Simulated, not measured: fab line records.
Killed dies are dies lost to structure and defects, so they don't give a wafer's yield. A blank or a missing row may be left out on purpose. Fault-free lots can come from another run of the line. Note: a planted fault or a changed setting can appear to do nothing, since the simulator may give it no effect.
A single fault, viewed from 2 desks -- flow n5_finfet -- each desk has only its own numbers; what lay behind them comes last

== DESK OF THE TOOL OWNER: cvd_co-01 ==
The tool's own readings at N5_BEOL_M4_CO_CAP_55 (material Co, precursor CCTBA/H2, target thk 2 nm, time 102.1 s): means of the sampled wafers that have a number, for each lot that ran on this tool. If a lot's mean is further than 4 standard deviations from the usual mean, the lot is out of limits and carries the mark OUT (the distance appears in the brackets).
Columns: A = heater_power_w at N5_BEOL_M4_CO_CAP_55, usual 260 W; B = run_length_s at N5_BEOL_M4_CO_CAP_55, usual 124.9 s
lot,first seen here,A,B
L675,day 8 16:38,247,125.0
L676,day 9 02:47,231,125.1
L678,day 9 14:05,247,124.9
L679,day 9 17:08,269,124.7
L681,day 10 20:19,229,125.1
L684,day 10 23:56,252,124.6
L685,day 11 09:20,229,125.8
L692,day 12 16:37,248,179.7 (+94) OUT
L693,day 13 10:10,244,179.6 (+94) OUT
This desk finds L692, L693 out of limits, L692 being first, at day 12 16:37 (run_length_s at N5_BEOL_M4_CO_CAP_55). L675, L676, L678, L679, L681, L684, L685: within limits.

== AT THE METROLOGY DESK ==
What the gauges read, lot by lot, whatever tool the lot ran on: means of the sampled wafers that have a number. If a lot's mean is further than 4 standard deviations from the usual mean, the lot is out of limits and carries the mark OUT (the distance appears in the brackets). 7 of its 10 readings are shown, namely those furthest out on some lot.
Columns: A = DIBL_N at N5_BEOL_M4_RC_MEAS_101, usual 36.9 mV/V; B = DIBL_P at N5_BEOL_M4_RC_MEAS_101, usual 37.1 mV/V; C = IOFF_P at N5_BEOL_M4_RC_MEAS_101, usual 0.22 nA/um; D = ION_N at N5_BEOL_M4_RC_MEAS_101, usual 674 uA/um; E = SS_N at N5_BEOL_M4_RC_MEAS_101, usual 71.7 mV/dec; F = SS_P at N5_BEOL_M4_RC_MEAS_101, usual 73.5 mV/dec; G = VT_N at N5_BEOL_M4_RC_MEAS_101, usual 249 mV
lot,first seen here,A,B,C,D,E,F,G
L675,day 8 17:02,37.6,37.8,0.20,661,71.4,74.1,252
L676,day 9 03:10,36.9,37.9,0.26,677,71.7,73.8,249
L678,day 9 14:29,35.1,34.2,0.18,667,70.8,73.3,252
L679,day 9 17:31,36.2,36.9,0.23,666,71.5,73.4,249
L681,day 10 20:43,35.3,37.4,0.21,670,71.4,73.3,251
L684,day 11 00:10,38.7,36.5,0.18,672,72.0,73.4,250
L686,day 11 01:46,37.6,38.1,0.24,682,72.0,73.3,248
L685,day 11 09:43,34.3,36.2,0.16,657,71.7,72.4,256
L692,day 12 16:58,37.9,35.8,0.25,681,71.4,73.3,248
L693,day 13 10:24,37.0,34.8,0.23,671,72.0,73.7,251
L696,day 13 22:05,36.1,37.3,0.23,672,70.9,73.3,250
This desk found nothing out of limits on any of the 11 lots.

== PUT TOGETHER ==
At day 12 16:37, on L692, L693, the tool owner's desk was in a position to raise an alarm.
Metrology desk: nothing out of limits seen.
The metrology desk has L692, L693 on record, within its limits.
Every lot named ran N5_BEOL_M4_CO_CAP_55 on cvd_co-01.

== WHAT HAD BEEN PUT IN BY THE SIMULATOR ==
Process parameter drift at N5_BEOL_M4_CO_CAP_55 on cvd_co-01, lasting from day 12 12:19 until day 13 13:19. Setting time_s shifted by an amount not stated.
Shown lots that were struck: L692, L693.
Time in hours from fault onset to the first out-of-limits reading at each desk: the tool owner's desk, 4.
